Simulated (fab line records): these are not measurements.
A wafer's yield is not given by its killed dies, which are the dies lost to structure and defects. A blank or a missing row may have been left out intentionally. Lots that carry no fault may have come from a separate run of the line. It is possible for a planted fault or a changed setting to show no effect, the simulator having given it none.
Struck lot and sound lot, side by side | flow nand-harc | 14 out of 1159 route steps
Sound: the wafers L851.2, L851.4, L851.5. Struck: wafers L860.1, L860.3, L860.5. At the end, the cause is stated.
Order at every step that has rows: each side's tool, ch and its chambers, its first start. Under that, the readings that differ: sound wafers | struck wafers | difference of the means | sigmas: that difference in standard deviations of wafers without a fault.
alike: readings whose means differ by less than 2 such deviations, and words and numbers that are the same on both sides. not compared: withheld readings, readings that some wafer has no value for, bounds like >300 that may hide the same value, and numbers for which the record gives no deviation and whose values overlap.
A row with sigmas, a row that says differs or no value, or rows on one side alone: a step with any of these is where the two part. Non-overlapping numbers with no deviation appear without sigmas and do not part them. Lack of a reading on every wafer of one side parts them only where that side has two or more wafers.

NHARC_A_SOURCE_PLATE_THK_MEAS_06: measures by ellipsometry.
  sound: film-metro-01 at day 8 04:29; struck: film-metro-01 at day 9 12:39
  reading     | sound             | struck            | difference | sigmas
  thk-nm (nm) | 201.4 201.6 205.0 | 197.9 198.5 196.5 | -5.0       | -2
NHARC_A_SOURCE_PLATE_INSPECT_08:
  sound: defect-inspect-01 at day 8 04:35; struck: defect-inspect-01 at day 9 12:43
  alike: raw-defect-count
then NHARC_A_ONON_D1_DEP_00 (target thk 1000 nm), 1 step lacking rows for these wafers.
NHARC_A_ONON_D1_THK_MEAS_02: measures by ellipsometry.
  sound: film-metro-01 at day 8 05:10; struck: film-metro-02 at day 9 13:17
  alike: thk-nm
then NHARC_A_ONON_D1_DEP_03 (target thk 1000 nm), 1 step lacking rows for these wafers.
NHARC_A_ONON_D1_THK_MEAS_05: measures by ellipsometry.
  sound: film-metro-02 at day 8 05:43; struck: film-metro-01 at day 9 13:52
  alike: thk-nm
then NHARC_A_ONON_D1_DEP_06 (target thk 1000 nm), 1 step lacking rows for these wafers.
NHARC_A_ONON_D1_THK_MEAS_08: measures by ellipsometry.
  sound: film-metro-02 at day 8 06:18; struck: film-metro-02 at day 9 14:26
  alike: thk-nm
then NHARC_A_ONON_D1_DEP_09 (target thk 1000 nm), 1 step lacking rows for these wafers.
NHARC_A_ONON_D1_THK_MEAS_11: measures by ellipsometry.
  sound: film-metro-02 at day 8 06:52; struck: film-metro-02 at day 9 14:59
  alike: thk-nm
NHARC_A_ONON_D1_DEP_12: target thk 1000 nm.
  sound on pecvd-onon-04 ch 0, day 8 06:59; struck on pecvd-onon-02 ch 0, day 9 15:03
NHARC_A_ONON_D1_THK_MEAS_14: measures by ellipsometry.
  sound: film-metro-02 at day 8 07:28; struck: film-metro-02 at day 9 15:34
  reading     | sound          | struck      | difference | sigmas
  thk-nm (nm) | 1010 1011 1011 | 393 393 393 | -618       | -65
then, 1 step without rows for these wafers: NHARC_A_ONON_D1_ANNEAL_15 (time 3600 s).
-- record jumps: 12 days between struck wafers' starts before vs after; left off in module A_ONON_D1, resumes in module END, first step shown is number 1159 of the route --
NHARC_END_SORT_01:
  only the struck wafers appear in the record here, on prober-01 ch 0 at day 21 12:32; the sound ones have no rows

WHERE THEY PART
Last at NHARC_END_SORT_01 as far as this record goes, first at NHARC_A_SOURCE_PLATE_THK_MEAS_06.

WHY: what the simulator had put in
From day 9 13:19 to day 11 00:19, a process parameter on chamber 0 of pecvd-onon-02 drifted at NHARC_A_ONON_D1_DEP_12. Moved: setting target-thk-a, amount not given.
